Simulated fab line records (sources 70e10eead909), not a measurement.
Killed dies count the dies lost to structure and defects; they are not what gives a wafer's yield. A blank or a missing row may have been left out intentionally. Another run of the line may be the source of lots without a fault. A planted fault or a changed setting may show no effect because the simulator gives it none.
What tool caused it? ; flow nand-harc ; Sampling: 14 lots, 42 wafers, 2 of 1159 route steps

## WHAT EACH GAUGE READ, for each wafer
NHARC_A_SGD_CUT_OVL_MEAS_10.
lot;measured;on;overlay-x-nm (nm);overlay-y-nm (nm)
L128;day 14 01:04;overlay-02;1.9 2.1 1.6;0.4 0.1 0.4
L129;day 14 01:39;overlay-02;1.4 0.7 0.8;0.3 0.4 0.8
L131;day 14 15:47;overlay-02;0.0 -0.2 -0.9;0.6 0.2 0.0
L132;day 15 04:43;overlay-01;0.7 0.6 0.8;-1.6 -2.0 -1.5
L133;day 15 04:59;overlay-01;-0.9 -0.3 -0.6;2.6 2.2 1.7
L143;day 18 01:25;overlay-01;0.4 0.4 0.6;0.0 0.3 0.4
L142;day 18 01:49;overlay-01;0.5 0.5 0.9;-0.3 -0.3 -0.5
L144;day 18 14:34;overlay-01;-0.2 -0.2 0.3;-0.8 -0.9 -1.0
L146;day 18 15:35;overlay-01;-1.0 -1.1 -1.1;-0.1 -0.5 -0.6
L147;day 19 04:49;overlay-01;-0.4 -0.2 -0.8;-1.2 -0.6 -1.0
L150;day 19 05:12;overlay-01;-0.3 0.0 0.8;-0.4 -0.5 -0.5
L148;day 19 05:36;overlay-01;0.6 0.7 0.6;-1.3 -1.0 -0.5
L149;day 19 06:38;overlay-01;0.1 0.2 0.1;0.4 0.5 1.1
L151;day 19 15:29;overlay-01;0.4 0.4 0.3;-1.8 -1.9 -2.0

## EACH LOT AND THE TOOL THAT RAN IT (in order: tool; ch and the chambers of the sampled wafers; start)
lot;NHARC_A_STAIRCASE_CMP_152
L128;cmp-03 ch 1,2, day 13 22:29
L129;cmp-01 ch 0,1,3, day 13 23:04
L131;cmp-03 ch 0,1,3, day 14 13:12
L132;cmp-02 ch 0,1,2, day 15 02:10
L133;cmp-03 ch 1,2,3, day 15 02:24
L143;cmp-02 ch 0,1,3, day 17 22:45
L142;cmp-03 ch 2,3, day 17 23:03
L144;cmp-01 ch 0,1,3, day 18 11:55
L146;cmp-03 ch 0,1,3, day 18 12:53
L147;cmp-01 ch 2,3, day 19 01:53
L150;cmp-03 ch 0,1,3, day 19 02:29
L148;cmp-01 ch 0,2,3, day 19 02:51
L149;cmp-03 ch 2,3, day 19 03:50
L151;cmp-03 ch 1,2,3, day 19 12:52
- NHARC_A_STAIRCASE_CMP_152: polishes.

## WHAT THE TOOLS THEMSELVES READ (means of the sampled wafers that have a number; where no wafer has one, the mark that the record gives instead)
NHARC_A_STAIRCASE_CMP_152.
lot;tool;motor-current-A (A);pad-life-wafers
L128;cmp-03;13.6;228
L129;cmp-01;12.7;116
L131;cmp-03;11.7;302
L132;cmp-02;12.2;63
L133;cmp-03;12.9;416
L143;cmp-02;12.5;524
L142;cmp-03;14.0;278
L144;cmp-01;12.8;211
L146;cmp-03;11.5;379
L147;cmp-01;10.2;290
L150;cmp-03;12.0;482
L148;cmp-01;11.0;302
L149;cmp-03;13.3;499
L151;cmp-03;12.9;566

## THE ANSWER, worked out from the rows above alone
Rule: the lots themselves supply what counts as usual. The widest of any qualifying gaps counts: lots, ordered by their means at a reading, are off when they make up no more than a third of the lots, leave a main group of 4 or more, and stand apart from it by 3 or more times the standard deviation of that group's means. A main group is skipped when, at the precision printed for the reading in the tables above, its means are all equal. A lot without any number at a reading at which 4 lots or more have one is off too. Where the step has rows for the other lots, those lots are counted as sound. After the gauges, taken in route order, come the tools' own readings; for these a lot's mean is taken, as printed above. At the first step where some lot is off, the reading lying furthest off is the one used; lots without a number count as furthest.
No lot is off on any of the readings shown, so nothing can be concluded from this.

## WHAT THE SIMULATOR PUT IN
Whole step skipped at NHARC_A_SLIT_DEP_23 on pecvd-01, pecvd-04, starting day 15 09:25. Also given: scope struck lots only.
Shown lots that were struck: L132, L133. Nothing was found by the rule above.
